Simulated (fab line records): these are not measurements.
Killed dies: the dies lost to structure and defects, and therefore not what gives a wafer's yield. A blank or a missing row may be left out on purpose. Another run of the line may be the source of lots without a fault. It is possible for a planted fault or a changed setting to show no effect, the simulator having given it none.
Which tool was responsible? ; flow nand-harc ; 36 wafers from 12 lots sampled at 5 of the route's 1302 steps

WHAT THE GAUGES SHOWED, per wafer
NHARC_END_SORT_01. Usual: killed-at-array 62, standard deviation 15; killed-at-other 0.8, standard deviation 1; killed-at-periphery 3.7, standard deviation 2.6; killed-dies 66, standard deviation 15; killed-open 3.1, standard deviation 1.8; killed-short 2.6, standard deviation 1.7.
lot;measured;on;killed-at-array;killed-at-other;killed-at-periphery;killed-dies;killed-open;killed-short;flag
L704;day 24 13:38;prober-01;55 70 58;0 2 1;4 8 5;59 80 64;2 2 3;5 2 3;
L717;day 29 03:23;prober-02;78 88 96;0 0 0;12 5 5;90 93 101;5 2 2;1 1 2;
L716;day 29 02:34;prober-01;47 41 50;2 1 1;1 2 1;50 44 52;5 2 1;3 2 5;
L723;day 33 08:45;prober-02;672 673 70;0 0 0;5 4 13;677 677 83;7 3 2;3 2 4;OFF
L726;day 33 07:13;prober-01;40 672 44;4 0 1;7 5 5;51 677 50;2 2 2;5 8 1;OFF
L725;day 33 15:49;prober-02;62 71 670;0 1 3;2 1 4;64 73 677;2 6 3;1 2 2;OFF
L727;day 34 00:46;prober-01;59 55 42;2 3 1;1 0 6;62 58 49;1 2 4;2 2 2;

EACH LOT AND THE TOOL THAT RAN IT (in order: tool; ch and the chambers of the sampled wafers; start)
lot;NHARC_A_CONTACT_ETCH_106;NHARC_A_CONTACT_ETCH_88;NHARC_A_CONTACT_ETCH_137;NHARC_A_CONTACT_ETCH_138
L704;rie-diel-05 ch 0,1,2, day 22 03:21;rie-diel-01 ch 0,2,3, day 22 06:45;har-cap-etch-03 ch 0,1, day 22 08:46;har-cap-etch-03 ch 0,1, day 22 09:02
L706;rie-diel-01 ch 0,2,3, day 22 17:29;rie-diel-01 ch 0,1,2, day 22 20:53;har-cap-etch-02 ch 0,1, day 22 22:41;har-cap-etch-02 ch 0,1, day 22 22:57
L712;rie-diel-01 ch 0,1,3, day 25 15:19;rie-diel-11 ch 0,1,3, day 25 18:35;har-cap-etch-02 ch 0,1, day 25 20:28;har-cap-etch-02 ch 0,1, day 25 20:44
L710;rie-diel-11 ch 0,2,3, day 25 17:35;rie-diel-01 ch 0,3, day 25 20:51;har-cap-etch-01 ch 0,1, day 25 23:22;har-cap-etch-01 ch 0,1, day 25 23:52
L713;rie-diel-05 ch 0,2,3, day 25 22:56;rie-diel-11 ch 0,2,3, day 26 03:14;har-cap-etch-02 ch 0,1, day 26 05:07;har-cap-etch-02 ch 0,1, day 26 05:23
L717;rie-diel-05 ch 0,1,2, day 26 18:21;rie-diel-01 ch 1,2, day 27 01:12;har-cap-etch-01 ch 0,1, day 27 03:17;har-cap-etch-01 ch 0,1, day 27 03:39
L716;rie-diel-01 ch 0,1,3, day 26 20:59;rie-diel-05 ch 1,2, day 27 01:32;har-cap-etch-03 ch 0,1, day 27 03:29;har-cap-etch-03 ch 0,1, day 27 03:46
L715;rie-diel-01 ch 0,2,3, day 27 04:11;rie-diel-01 ch 1,2,3, day 27 07:36;har-cap-etch-02 ch 0,1, day 27 09:25;har-cap-etch-02 ch 0,1, day 27 09:42
L723;rie-diel-01 ch 0,1, day 30 22:16;rie-diel-01 ch 0,1, day 31 05:31;har-cap-etch-03 ch 0,1, day 31 07:37;har-cap-etch-03 ch 0,1, day 31 07:53
L726;rie-diel-01 ch 0,1, day 31 02:40;rie-diel-01 ch 0,1, day 31 07:07;har-cap-etch-01 ch 0,1, day 31 09:06;har-cap-etch-01 ch 0,1, day 31 09:23
L725;rie-diel-05 ch 1,2,3, day 31 08:32;rie-diel-01 ch 0,1,3, day 31 12:42;har-cap-etch-03 ch 0,1, day 31 14:40;har-cap-etch-03 ch 0,1, day 31 14:56
L727;rie-diel-11 ch 1,2, day 31 15:05;rie-diel-11 ch 1,2,3, day 31 23:04;har-cap-etch-01 ch 0,1, day 32 00:50;har-cap-etch-01 ch 0,1, day 32 01:06
- NHARC_A_CONTACT_ETCH_106: etches the open film in CF4/O2, target depth 90 nm, overetch 9 nm, time 49.5 s.
- NHARC_A_CONTACT_ETCH_88: etches the open film in CF4, target depth 39 nm, time 65 s.
- NHARC_A_CONTACT_ETCH_137: etches the open film in C4F8/O2/Ar, time 311 s, target depth 1912 nm.
- NHARC_A_CONTACT_ETCH_138: etches the open film in C4F8/O2/Ar, time 311 s, target depth 1914 nm.

AS READ BY THE TOOLS THEMSELVES (means over the sampled wafers that have a number; for cases with no such wafer, the mark the record gives instead)
NHARC_A_CONTACT_ETCH_106. Usual: drypump-motor-current-A 5.8 A, standard deviation 0.56; oes_ar_750_au 1.000 a.u., standard deviation 0.0045; oes-product-au 1.005 a.u., standard deviation 0.009; rf-vpp-V 197.3 V, standard deviation 1.7; showerhead-plenum-p-Torr 1.31 Torr, standard deviation 0.071; throttle-valve-pct 13.396 %, standard deviation 0.0083.
lot;tool;drypump-motor-current-A (A);oes_ar_750_au (a.u.);oes-product-au (a.u.);rf-vpp-V (V);showerhead-plenum-p-Torr (Torr);throttle-valve-pct (%);flag
L704;rie-diel-05;6.1;1.001;1.013;195.8;1.29;13.398;
L706;rie-diel-01;5.7;1.000;1.014;196.7;1.29;13.394;
L712;rie-diel-01;5.7;0.997;1.009;197.3;1.32;13.388;
L710;rie-diel-11;5.7;0.999;1.000;198.0;1.32;13.399;
L713;rie-diel-05;6.2;0.996;0.997;196.4;1.28;13.400;
L717;rie-diel-05;6.1;0.994;0.999;196.4;1.28;13.397;
L716;rie-diel-01;5.7;1.000;1.011;197.8;1.32;13.399;
L715;rie-diel-01;5.7;0.999;1.005;196.6;1.29;13.404;
L723;rie-diel-01;5.3;0.998;1.009;199.3;1.37;13.394;
L726;rie-diel-01;5.7;1.001;1.019;197.9;1.32;13.396;
L725;rie-diel-05;5.8;1.002;1.005;196.9;1.28;13.402;
L727;rie-diel-11;5.7;0.997;1.000;196.8;1.33;13.393;

NHARC_A_CONTACT_ETCH_88. Usual: drypump-motor-current-A 5.7 A, standard deviation 0.57; oes-product-au 1.007 a.u., standard deviation 0.0097; rf-vpp-V 151.0 V, standard deviation 1.4; showerhead-plenum-p-Torr 1.75 Torr, standard deviation 0.092; throttle-valve-pct 13.284 %, standard deviation 0.0089.
lot;tool;drypump-motor-current-A (A);oes-product-au (a.u.);rf-vpp-V (V);showerhead-plenum-p-Torr (Torr);throttle-valve-pct (%);flag
L704;rie-diel-01;5.8;1.011;150.8;1.72;13.280;
L706;rie-diel-01;5.3;1.002;152.0;1.79;13.281;
L712;rie-diel-11;5.8;0.991;151.0;1.77;13.287;
L710;rie-diel-01;6.1;1.006;149.3;1.68;13.277;
L713;rie-diel-11;5.7;1.002;151.8;1.75;13.287;
L717;rie-diel-01;4.9;1.008;152.6;1.86;13.281;
L716;rie-diel-05;5.9;1.002;151.0;1.75;13.285;
L715;rie-diel-01;5.4;1.015;151.0;1.79;13.287;
L723;rie-diel-01;5.6;0.862;150.5;1.74;13.280;OFF
L726;rie-diel-01;5.3;0.943;152.1;1.82;13.289;OFF
L725;rie-diel-01;5.7;0.946;150.9;1.75;13.279;OFF
L727;rie-diel-11;5.6;1.008;151.4;1.82;13.279;

THE ANSWER, worked out from the rows above alone
Rule: take the mean of a lot's wafers that have a number; if it is more than 3 standard deviations from the usual mean, the lot is off. A lot without any number at a reading at which 4 lots or more have one is off too. Any other lot the step has rows for is counted as sound. After the gauges, taken in route order, come the tools' own readings; for these a lot's mean is taken, as printed above. At the first step where some lot is off, the reading lying furthest off is the one used; lots without a number count as furthest.
Off, at NHARC_END_SORT_01 on killed-dies: L723, L726, L725. Neither off nor sound, because the step has no rows for them: L706, L712, L710, L713, L715.
A tool fits if, at a process step before that reading, it ran every lot that is off, and no sound lot after the first of them. Not tried: the gauges at NHARC_END_SORT_01; whatever is off there is also off at NHARC_A_CONTACT_ETCH_88, on other tools, and gauge error can't account for it. One fits: NHARC_A_CONTACT_ETCH_88 on rie-diel-01. A fault onset in the window from L717 (day 27 01:12, its last sound lot) to L723 (day 31 05:31, its first lot off) fits.
The tool's own readings at NHARC_A_CONTACT_ETCH_88 bear it out: on the lots that are off they differ by more than 5 times the standard deviation of the sound lots' means. oes-product-au reads 0.917 a.u. there against 1.007 a.u. on the sound lots.

WHAT THE SIMULATOR PUT IN
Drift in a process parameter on rie-diel-01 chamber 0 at NHARC_A_CONTACT_ETCH_88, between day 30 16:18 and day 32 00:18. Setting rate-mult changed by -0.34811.
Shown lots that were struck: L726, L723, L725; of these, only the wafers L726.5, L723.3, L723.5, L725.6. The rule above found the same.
